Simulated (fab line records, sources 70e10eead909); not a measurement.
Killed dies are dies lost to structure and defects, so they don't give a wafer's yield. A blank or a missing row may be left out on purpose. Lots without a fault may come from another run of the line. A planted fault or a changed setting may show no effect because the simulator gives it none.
Which tool did it? | flow nand_harc | 13 lots, 39 wafers sampled, at 4 steps of a route of 1302

WHAT THE GAUGES READ, wafer by wafer
NHARC_END_SORT_01.
lot  | measured     | on        | defect_limited_yield (%) | killed_at_array | killed_at_other | killed_at_periphery | killed_dies | killed_open | killed_short | sort_bin_2_pct (%) | sort_bin_3_pct (%) | sort_bin_4_pct (%) | sort_n_pass | sort_rim_yield_pct (%) | sort_yield_pct (%)
L584 | day 30 04:57 | prober-01 | 58.6 60.0 61.9           | 45 37 41        | 0 0 0           | 235 234 217         | 280 271 258 | 7 0 3       | 1 1 1        | 15.4 15.1 12.7     | 2.2 2.2 3.2        | 23.8 22.7 22.2     | 397 406 419 | 63 58 67               | 58.6 60.0 61.9
L585 | day 29 19:20 | prober-02 | 59.5 63.7 61.2           | 33 37 33        | 0 0 1           | 241 209 229         | 274 246 263 | 2 1 1       | 2 2 2        | 15.8 14.2 13.7     | 2.2 1.9 2.5        | 22.5 20.2 22.6     | 403 431 414 | 57 66 66               | 59.5 63.7 61.2

WHICH TOOL RAN EACH LOT (tool, then ch and the chambers of the sampled wafers, then the start)
lot  | NHARC_P_M0_ECD_22              | NHARC_A_BONDPAD_CMP_19        | NHARC_THIN_TSV_DESCUM_35
L571 | ecd_cu-02 ch 0,1, day 5 22:43  | cmp-01 ch 0,1, day 22 11:02   | rie_diel-03 ch 0,1,3, day 23 05:51
L572 | ecd_cu-01 ch 0,1, day 6 14:00  | cmp-01 ch 0,1,2, day 23 15:34 | rie_diel-03 ch 0,2,3, day 24 15:43
L573 | ecd_cu-02 ch 0,1, day 6 17:58  | cmp-04 ch 0,3, day 23 14:31   | rie_diel-07 ch 1,2, day 24 13:41
L574 | ecd_cu-02 ch 1, day 7 08:18    | cmp-04 ch 0,1,3, day 23 16:47 | rie_diel-07 ch 0,2, day 24 14:44
L576 | ecd_cu-01 ch 0,1, day 8 11:54  | cmp-02 ch 0,1,3, day 24 16:25 | rie_diel-03 ch 0,3, day 25 11:18
L578 | ecd_cu-01 ch 0,1, day 9 09:16  | cmp-04 ch 0,2, day 26 08:24   | rie_diel-07 ch 1,2,3, day 27 04:46
L579 | ecd_cu-02 ch 0, day 9 09:49    | cmp-02 ch 0,3, day 26 08:04   | rie_diel-11 ch 0,1,2, day 27 03:30
L580 | ecd_cu-01 ch 0,1, day 9 15:44  | cmp-01 ch 1,2,3, day 26 17:56 | rie_diel-07 ch 0,2,3, day 27 18:13
L582 | ecd_cu-02 ch 0,1, day 10 15:18 | cmp-02 ch 1,2,3, day 27 15:03 | rie_diel-03 ch 1,2, day 28 10:31
L584 | ecd_cu-02 ch 0,1, day 12 03:45 | cmp-02 ch 0,1,2, day 28 23:35 | rie_diel-03 ch 0,3, day 29 18:31
L585 | ecd_cu-02 ch 0,1, day 12 06:10 | cmp-04 ch 1,2,3, day 28 17:35 | rie_diel-07 ch 1,2, day 29 11:17
L593 | ecd_cu-02 ch 1, day 15 05:38   | cmp-01 ch 0,2, day 32 07:21   | rie_diel-11 ch 0,1, day 33 02:08
L594 | ecd_cu-02 ch 0,1, day 15 17:55 | cmp-01 ch 0,1,3, day 32 20:46 | rie_diel-03 ch 0,3, day 33 15:33
- NHARC_P_M0_ECD_22: material Cu, target thk 400 nm.
- NHARC_A_BONDPAD_CMP_19: polishes, t overpolish 30 s, cu recess touch 16 s, target thk 169.82 nm.
- NHARC_THIN_TSV_DESCUM_35: chemistry O2, time 3 s.

WHAT THE TOOLS THEMSELVES READ (means of the sampled wafers that have a number; where no wafer has one, the mark that the record gives instead)
NHARC_P_M0_ECD_22.
lot  | tool      | bath_temp_c (C)
L571 | ecd_cu-02 | 25.15
L572 | ecd_cu-01 | 24.93
L573 | ecd_cu-02 | 25.06
L574 | ecd_cu-02 | 24.99
L576 | ecd_cu-01 | 25.00
L578 | ecd_cu-01 | 24.93
L579 | ecd_cu-02 | 24.89
L580 | ecd_cu-01 | 24.90
L582 | ecd_cu-02 | 24.84
L584 | ecd_cu-02 | 25.08
L585 | ecd_cu-02 | 24.95
L593 | ecd_cu-02 | 24.96
L594 | ecd_cu-02 | 25.06

NHARC_A_BONDPAD_CMP_19.
lot  | tool   | motor_current_A (A) | overpolish_run_s (s)
L571 | cmp-01 | 12.3                | 30.006
L572 | cmp-01 | 11.8                | 29.994
L573 | cmp-04 | 10.7                | 30.005
L574 | cmp-04 | 12.8                | 29.996
L576 | cmp-02 | 12.0                | 30.007
L578 | cmp-04 | 10.5                | 29.996
L579 | cmp-02 | 11.7                | 30.002
L580 | cmp-01 | 11.7                | 29.997
L582 | cmp-02 | 12.1                | 30.008
L584 | cmp-02 | 12.5                | 30.002
L585 | cmp-04 | 13.8                | 29.997
L593 | cmp-01 | 11.4                | 29.993
L594 | cmp-01 | 12.3                | 30.004

NHARC_THIN_TSV_DESCUM_35.
lot  | tool        | drypump_motor_current_A (A) | oes_product_au (a.u.) | rf_vpp_V (V) | showerhead_plenum_p_Torr (Torr) | throttle_valve_pct (%)
L571 | rie_diel-03 | 5.6                         | 1.002                 | 58.7         | 1.94                            | 11.312
L572 | rie_diel-03 | 5.7                         | 0.991                 | 57.6         | 1.93                            | 11.323
L573 | rie_diel-07 | 6.0                         | 0.992                 | 57.2         | 1.79                            | 11.304
L574 | rie_diel-07 | 6.3                         | 0.995                 | 57.9         | 1.82                            | 11.317
L576 | rie_diel-03 | 5.6                         | 1.001                 | 58.2         | 1.91                            | 11.306
L578 | rie_diel-07 | 6.0                         | 0.995                 | 57.1         | 1.85                            | 11.314
L579 | rie_diel-11 | 5.9                         | 1.001                 | 57.5         | 1.90                            | 11.311
L580 | rie_diel-07 | 6.3                         | 0.991                 | 57.8         | 1.88                            | 11.315
L582 | rie_diel-03 | 6.0                         | 1.008                 | 59.0         | 1.99                            | 11.308
L584 | rie_diel-03 | 5.6                         | 1.007                 | 57.3         | 1.90                            | 11.305
L585 | rie_diel-07 | 6.0                         | 0.989                 | 56.7         | 1.79                            | 11.307
L593 | rie_diel-11 | 5.6                         | 1.004                 | 57.2         | 1.86                            | 11.313
L594 | rie_diel-03 | 5.4                         | 1.007                 | 58.3         | 1.91                            | 11.307

THE ANSWER, worked out from the rows above alone
Rule: what is usual is taken from the lots themselves. Put in order of their means at a reading, lots are off if they are a third of the lots or fewer, leave a main group of 4 or more, and stand apart from it by a gap of 3 or more times the standard deviation of the main group's means; of several such gaps the widest counts. A main group whose means are all the same, to the digits that the tables above print for the reading, isn't used. A lot without any number at a reading at which 4 lots or more have one is off too. The other lots that the step has rows for count as sound. The gauges are gone through in route order, then the tools' own readings, and for those a lot's mean is taken as printed above. The first step at which some lot is off is used, and at that step the reading that is off furthest; a lot without a number counts as furthest.
No lot is off at any reading shown: from this, nothing can be told.

WHAT THE SIMULATOR HAD PUT IN
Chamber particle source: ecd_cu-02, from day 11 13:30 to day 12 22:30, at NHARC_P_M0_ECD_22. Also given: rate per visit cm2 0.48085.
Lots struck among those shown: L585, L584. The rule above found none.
